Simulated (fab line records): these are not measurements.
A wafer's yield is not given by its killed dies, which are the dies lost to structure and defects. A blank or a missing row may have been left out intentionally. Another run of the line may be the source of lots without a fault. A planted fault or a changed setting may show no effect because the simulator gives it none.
Which tool is to blame?	flow n5_finfet	33 wafers from 11 lots sampled at 2 of the route's 1938 steps

== WHAT THE GAUGES SHOWED, per wafer ==
N5_BEOL_M6_CD_MEAS_35: target cd 40 nm, target cd y 28 nm.
lot	measured	on	cd_nm (nm)
L365	day 9 08:46	cd_sem-03	40.3 40.0 40.2
L368	day 10 10:22	cd_sem-01	40.8 40.4 40.5
L369	day 10 16:27	cd_sem-02	40.2 39.1 40.3
L370	day 11 06:10	cd_sem-02	40.8 40.5 39.1
L373	day 12 01:55	cd_sem-03	40.3 40.2 39.8
L375	day 12 10:46	cd_sem-01	40.2 40.5 40.4
L376	day 12 10:57	cd_sem-01	40.3 39.8 40.0
L377	day 12 12:33	cd_sem-03	39.4 39.1 39.5
L378	day 13 07:19	cd_sem-03	40.2 40.9 40.3
L382	day 14 01:31	cd_sem-03	40.1 40.0 40.4
L385	day 14 16:54	cd_sem-03	38.7 39.4 39.2

== WHAT TOOL EACH LOT RAN ON (gives the tool, then ch and the chambers of the sampled wafers, and finally the start) ==
lot	N5_BEOL_M6_STRIP_80
L365	rie_diel-04 ch 1,2, day 9 08:46 or earlier
L368	rie_diel-02 ch 0,3, day 10 10:22 or earlier
L369	rie_diel-04 ch 0,2,3, day 10 16:27 or earlier
L370	rie_diel-02 ch 0,3, day 11 06:10 or earlier
L373	rie_diel-02 ch 0,2,3, day 12 01:55 or earlier
L375	rie_diel-01 ch 0,3, day 12 10:46 or earlier
L376	rie_diel-02 ch 1,3, day 12 10:57 or earlier
L377	rie_diel-04 ch 0,2, day 12 12:33 or earlier
L378	rie_diel-04 ch 0,2, day 13 07:19 or earlier
L382	rie_diel-01 ch 1,2,3, day 14 01:31 or earlier
L385	rie_diel-04 ch 2,3, day 14 16:54 or earlier
- N5_BEOL_M6_STRIP_80: strips in N2/H2, time 10 s.

== WHAT THE TOOLS THEMSELVES READ (means of the sampled wafers that have a number; where no wafer has one, the mark that the record gives instead) ==
N5_BEOL_M6_STRIP_80.
lot	tool	drypump_motor_current_A (A)	oes_product_au (a.u.)	rf_vpp_V (V)	showerhead_plenum_p_Torr (Torr)	temp_c (C)	throttle_valve_pct (%)
L365	rie_diel-04	5.9	0.79	59.5	2.55	40.06	23.56
L368	rie_diel-02	5.5	0.76	59.2	2.54	39.89	23.31
L369	rie_diel-04	5.6	0.81	58.9	2.55	39.96	23.45
L370	rie_diel-02	5.9	0.81	58.6	2.55	40.03	23.32
L373	rie_diel-02	6.0	0.76	60.4	2.57	40.04	23.57
L375	rie_diel-01	6.5	0.91	58.6	2.52	40.12	23.46
L376	rie_diel-02	5.7	0.73	59.9	2.50	40.03	23.42
L377	rie_diel-04	5.8	0.73	58.9	2.53	39.96	23.50
L378	rie_diel-04	5.5	0.70	58.9	2.51	40.03	23.59
L382	rie_diel-01	6.2	0.83	59.9	2.53	39.92	23.81
L385	rie_diel-04	5.7	0.84	59.1	2.56	40.07	23.39

== THE ANSWER, worked out from the rows above alone ==
Rule: the usual values come from the lots themselves. Put in order of their means at a reading, lots are off if they are a third of the lots or fewer, leave a main group of 4 or more, and stand apart from it by a gap of 3 or more times the standard deviation of the main group's means; of several such gaps the widest counts. The tables above print the reading to a certain number of digits; a main group whose means all agree to those digits is not used. A lot without any number at a reading at which 4 lots or more have one is off too. All remaining lots with rows at the step are treated as sound. The gauges are gone through in route order, then the tools' own readings, and for those a lot's mean is taken as printed above. The first step at which some lot is off is used, and at that step the reading that is off furthest; a lot without a number counts as furthest.
No lot is off on any of the readings shown, so nothing can be concluded from this.

== WHAT THE SIMULATOR HAD INSERTED ==
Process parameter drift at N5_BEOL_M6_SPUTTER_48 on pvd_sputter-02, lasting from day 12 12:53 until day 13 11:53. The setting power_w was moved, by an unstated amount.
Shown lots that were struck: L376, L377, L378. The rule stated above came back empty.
